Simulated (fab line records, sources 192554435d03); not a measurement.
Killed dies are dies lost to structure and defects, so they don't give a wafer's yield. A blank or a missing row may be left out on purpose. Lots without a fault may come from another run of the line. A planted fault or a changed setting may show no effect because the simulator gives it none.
fab line records | flow n5_finfet
record lots=5 wafers=14 last_day=18
route steps=1938 shown WELL_APT@46 PMOS_HMC_CHANNEL_EPI@57 SD_EPI_N@284
lots that met no fault: from a run of the same line without faults
start_h: hours from the record's first day to the start of the lot's first wafer shown | wait_h: hours since the lot's step before | " the same as in the row above | L1.1+2: a row that stands for several wafers | - no value, or no start given | * or withheld: withheld | < > ~ a bound
route shown NAME@n: a module of which the file shows steps, and the number in the route of the first | usual: mean/standard deviation of fault-free wafers | same: alike in all rows | chamber/n: place in a boat | sites: the reading at each site | _std_site: their standard deviation | _edge_site: outer sites' mean less inner sites' | radius_mm: how far each site lies from the wafer's centre | mask NAME#n: copy n | behind: the tool/chamber that last shaped the wafer | hold: why the lot was held/for how many hours/how that ended | device: the transistor (n, p or np) that didn't switch | end of line: the same wafers' tests at the end of the route | a step without rows: its recipe alone | killed: dies lost to structure and defects at the first sort, not the wafer's yield | map: a wafer's dies, x killed, . not, _ none there
set.NAME: the setting as run; set.NAME@STEP: as run at that earlier step | model.NAME: the simulator's own value behind a step, which no gauge read
lots at some steps of the route; a table a step, a row a wafer
## steps
# step N5_WELL_APT_DESCUM_30
# recipe chemistry=O2 time_s=7.9 source_power_w=50 bias_power_w=20 pressure_mtorr=20 rf_frequency_hz=2.712e+07 temp_c=40 o2_flow_sccm=225
# step N5_WELL_APT_IMPLANT_31
# recipe species=B energy_kev=60 dose_cm2=1.5e+13 tilt_deg=0 rotation_deg=0
# step N5_WELL_APT_IMPLANT_32
# recipe species=BF2 energy_kev=50 dose_cm2=2e+13 tilt_deg=0 rotation_deg=0
# step N5_WELL_APT_STRIP_33
# recipe chemistry=SPM time_s=900 temp_c=130 h2so4_h2o2_vol_ratio=4 dry=ipa_marangoni
# step N5_WELL_APT_RTA_34
# recipe temp_c=1000 time_s=10 ambient=N2 idle_temp_c=600 ramp_up_c_per_s=150 ramp_down_c_per_s=60 cool_to_c=600
# step N5_WELL_APT_OXIDE_STRIP_42
# recipe chemistry=dHF dilution=25:1 time_s=45 temp_c=25 target=SiO2 target_depth_a=120
# step N5_WELL_APT_PRECLEAN_36
# recipe chemistry=O3/DIW time_s=45 temp_c=22 o3_ppm=10
# step N5_WELL_APT_PRECLEAN_39
# recipe chemistry=dHF time_s=60 dilution=150:1 temp_c=25
# step N5_WELL_APT_SRD_37
# recipe dry=ipa_marangoni do_ppb=5 time_s=30 temp_c=23 rinse_liquid=diw
# step N5_WELL_APT_EPI_41
# recipe material=Si target_thk_a=500 temp_c=650 precursor=SiH4/H2 pressure_torr=20 time_s=297.7
# usual lamp_inner_pct=13.5/1.5 throttle_valve_pct=11.30/0.3
# columns lot.wafer tool chamber start_h wait_h lamp_inner_pct throttle_valve_pct model.Si_of_WELL_APT_EPI_41.thk_nm
L545.2 epi_rpcvd-01 0 41.75 0.1 14.6 11.63 49.74
L545.3 " 0 " " 14.5 11.42 49.67
L545.5 " 0 " " 14.4 11.41 49.85
L550.1 epi_rpcvd-01 0 70.43 0.0 14.7 11.29 50.15
L550.3 " 0 " " 14.4 11.43 50.33
L550.4 " 0 " " 14.4 11.58 43.97
L551.1 epi_rpcvd-01 0 76.27 0.0 14.4 11.26 50.46
L551.4 " 0 " " 14.4 11.51 44.08
L553.2 epi_rpcvd-01 0 88.86 0.2 14.6 11.53 43.09
L553.4 " 0 " " 14.4 11.45 44.19
L553.6 " 0 " " 14.5 11.26 49.14
L564.1 epi_rpcvd-04 0 153.93 0.0 11.7 11.57 50.54
L564.2 " 0 " " 11.8 11.62 50.46
L564.4 " 0 " " 11.9 11.57 50.21
# step N5_PMOS_HMC_CHANNEL_EPI_HM_DEP_34
# recipe material=SiO2 target_thk_a=360 temp_c=400 precursor=TEOS/O2 pressure_torr=6.5 rf_w=900 teos_flow_sccm=161.4 gas=O2 flow_sccm=2650 time_s=6.9
# step N5_PMOS_HMC_CHANNEL_EPI_COAT_31
# recipe resist=BARC temp_c=205 time_s=60 spin_rpm=1500 resist_thk_nm=66
# step N5_PMOS_HMC_CHANNEL_EPI_COAT_03
# recipe resist=CAR-ArF-block spin_rpm=1500 resist_thk_nm=205
# step N5_PMOS_HMC_CHANNEL_EPI_EBR_05
# recipe solvent=PGMEA ebr_width_mm=1.5
# step N5_PMOS_HMC_CHANNEL_EPI_SOFTBAKE_04
# recipe temp_c=110 time_s=60 resist=CAR-ArF-block
# step N5_PMOS_HMC_CHANNEL_EPI_EXPOSE_06
# recipe mask_id=PMOS_HMC_BLK na=1.35 source_shape=conventional sigma_outer=0.8 polarization=unpolarized target_cd_nm=240 dose_mj=41
# step N5_PMOS_HMC_CHANNEL_EPI_PEB_07
# recipe peb_temp_c=110 peb_time_s=60 resist=CAR-ArF-block
# step N5_PMOS_HMC_CHANNEL_EPI_DEVELOP_08
# recipe develop_time_s=30 developer=TMAH resist=CAR-ArF-block dev_temp_c=23 rinse_liquid=diw dry=air_spin
# step N5_PMOS_HMC_CHANNEL_EPI_DESCUM_14
# recipe chemistry=O2 time_s=7.9 source_power_w=50 bias_power_w=20 pressure_mtorr=20 rf_frequency_hz=2.712e+07 temp_c=40 resist=CAR-ArF-block o2_flow_sccm=225
# step N5_PMOS_HMC_CHANNEL_EPI_ETCH_32
# recipe chemistry=N2/H2 target=BARC stop_on=SiO2 target_depth_a=858 over_etch_frac=0.3 time_s=50.3 ion_energy_ev=200 mask_material=CAR-ArF-block pressure_mtorr=30 source_w=840 bias_w=150 n2_flow_sccm=200 h2_flow_sccm=200
# step N5_PMOS_HMC_CHANNEL_EPI_HM_OPEN_15
# recipe chemistry=CHF3/O2 target=SiO2 mask_material=CAR-ArF-block target_depth_a=406 CHF3_flow_sccm=50 O2_flow_sccm=5 Ar_flow_sccm=200 time_s=20.3 pressure_mtorr=30 source_w=650 bias_w=170 ion_energy_ev=200
# step N5_PMOS_HMC_CHANNEL_EPI_STRIP_33
# recipe chemistry=N2/H2 power_w=500 temp_c=40 pressure_mtorr=50 rf_frequency_hz=6e+07 overash_fraction=0.3 bias_power_w=8 h2_frac=0.5 n2_flow_sccm=300 h2_flow_sccm=300
# step N5_PMOS_HMC_CHANNEL_EPI_STRIP_17
# recipe chemistry=SPM time_s=750 temp_c=130 h2so4_h2o2_vol_ratio=4 dry=ipa_marangoni
# step N5_PMOS_HMC_CHANNEL_EPI_ETCH_38
# recipe chemistry=CF4 target=SiO2 target_depth_a=15 ion_energy_ev=350 pressure_mtorr=10 icp_w=800 bias_w=400 cf4_flow_sccm=80
# step N5_PMOS_HMC_CHANNEL_EPI_FIN_RECESS_16
# recipe chemistry=HBr/Cl2 target=Si mask_material=SiO2 target_depth_a=540 time_s=18 pressure_mtorr=10 icp_w=800 bias_w=75 HBr_flow_sccm=150 Cl2_flow_sccm=80
# step N5_PMOS_HMC_CHANNEL_EPI_PRECLEAN_36
# recipe chemistry=O3/DIW time_s=45 temp_c=22 o3_ppm=10
# step N5_PMOS_HMC_CHANNEL_EPI_PRECLEAN_18
# recipe chemistry=DHF time_s=30 temp_c=25 dilution=withheld
# step N5_PMOS_HMC_CHANNEL_EPI_SRD_19
# recipe dry=ipa_marangoni do_ppb=5 time_s=30 temp_c=23 rinse_liquid=diw
# step N5_PMOS_HMC_CHANNEL_EPI_EPI_20
# recipe material=SiGe30 mask_material=SiO2 pressure_torr=20 target_thk_a=590 temp_c=600
# step N5_PMOS_HMC_CHANNEL_EPI_HM_STRIP_35
# recipe chemistry=dHF temp_c=25 material=SiO2 target=SiO2 target_depth_a=396 time_s=216
# step N5_PMOS_HMC_CHANNEL_EPI_SRD_39
# recipe dry=ipa_marangoni time_s=30 temp_c=23 rinse_liquid=diw
# step N5_PMOS_HMC_CHANNEL_EPI_CMP_21
# recipe material=SiGe30 post_cmp_clean=alkaline_brush target_thk_nm=54
# step N5_PMOS_HMC_CHANNEL_EPI_PRECLEAN_40
# recipe chemistry=DHF time_s=30 temp_c=25 dilution=withheld
# step N5_PMOS_HMC_CHANNEL_EPI_PRECLEAN_37
# recipe chemistry=O3/DIW time_s=45 temp_c=22 o3_ppm=10
# step N5_SD_EPI_N_STRIP_18
# recipe chemistry=SPM time_s=750 temp_c=130 h2so4_h2o2_vol_ratio=4
# columns lot.wafer tool chamber start_h wait_h model.Si_of_WELL_APT_EPI_41.thk_nm
L545.2 wet_bench-01 5 75.73 0.0 8
L545.3 " 4 " " 8.6
L545.5 " 7 " " 8.8
L550.1 wet_bench-05 5 103.18 0.0 9
L550.3 " 7 " " 8.4
L550.4 " 6 " " 4
L551.1 wet_bench-01 1 109.20 0.0 9.4
L551.4 " 7 " " 4
L553.2 wet_bench-04 0 123.75 0.0 4.2
L553.4 " 1 " " 3.8
L553.6 " 3 " " 7.6
L564.1+4 wet_bench-05 6,1 187.57 0.0 8.8
L564.2 " 4 " " 9.2
## key
first_sign none at tools or gauges
model_effect step=N5_WELL_APT_EPI_41 value=Si_of_WELL_APT_EPI_41.thk_nm without=49.73 struck=43.83
model_effect step=N5_SD_EPI_N_STRIP_18 value=Si_of_WELL_APT_EPI_41.thk_nm without=7.95 struck=4
met_at N5_WELL_APT_EPI_41
struck_wafers L550.4,L551.4,L553.2,L553.4
tester_left_out L550,L551,L553
onset_between 41.75 70.43
fault kind=process_parameter_drift tool=epi_rpcvd-01 chamber=- onset_h=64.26 steps=N5_WELL_APT_EPI_41 channel=target_thk_a offset=* shape=step end_h=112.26 scope=struck_wafers_only acts_in=* stated=*
# tester_left_out: of these lots the tester's yield and bins aren't shown, on N5 and GAA mostly nor the transistor test; their killed dies are dies lost to structure and defects alone, not to doping, threshold or leakage, so they don't give the yield
